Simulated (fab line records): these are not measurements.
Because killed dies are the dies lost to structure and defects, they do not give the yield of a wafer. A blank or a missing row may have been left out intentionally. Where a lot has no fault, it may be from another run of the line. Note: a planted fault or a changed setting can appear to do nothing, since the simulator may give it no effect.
Matching of chambers	flow nand harc	NHARC_P_M1_STRIP_18 on rie diel-12 has 4 sister chambers
The step strips in N2/H2. 4 wafers are shown with their chamber, then 7 later ones without.

## WAFERS PAIRED WITH THEIR CHAMBERS
wafer	chamber	drypump motor current A (A)
L207.3	0	5.63
L207.4	2	5.78
L216.1	1	5.37
L216.2	3	4.84

## WAFERS MISSING THEIR CHAMBER
wafer	drypump motor current A (A)
L216.6	4.86
L217.1	5.73
L217.5	5.71
L217.6	4.85
L222.2	5.63
L222.5	5.70
L222.6	5.39

## WHICH CHAMBER EACH WENT THROUGH
wafer	from the rows above	in truth
L216.6	3	3
L217.1	can't be placed: 2 or 0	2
L217.5	can't be placed: 2 or 0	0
L217.6	3	3
L222.2	0	0
L222.5	can't be placed: 0 or 2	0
L222.6	1	1
Placed correctly: 4 of 7. Unplaceable from these rows: 3, with the true chamber sitting among the candidates in 3. 0 placed wrongly.
How it was worked out, from the rows above alone: a wafer's distance from a chamber is the root of the sum, over the readings, of the square of ((its reading less the chamber's mean) divided by the reading's scatter). The wafer belongs to the nearest chamber; if the next one is less than 2 further off, it can't be placed. For every chamber, the mean is computed from those of its wafers that are shown. The scatter (one wafer shown for each chamber): square how far every hidden wafer sits from the nearest shown wafer, average those squares and take the square root.
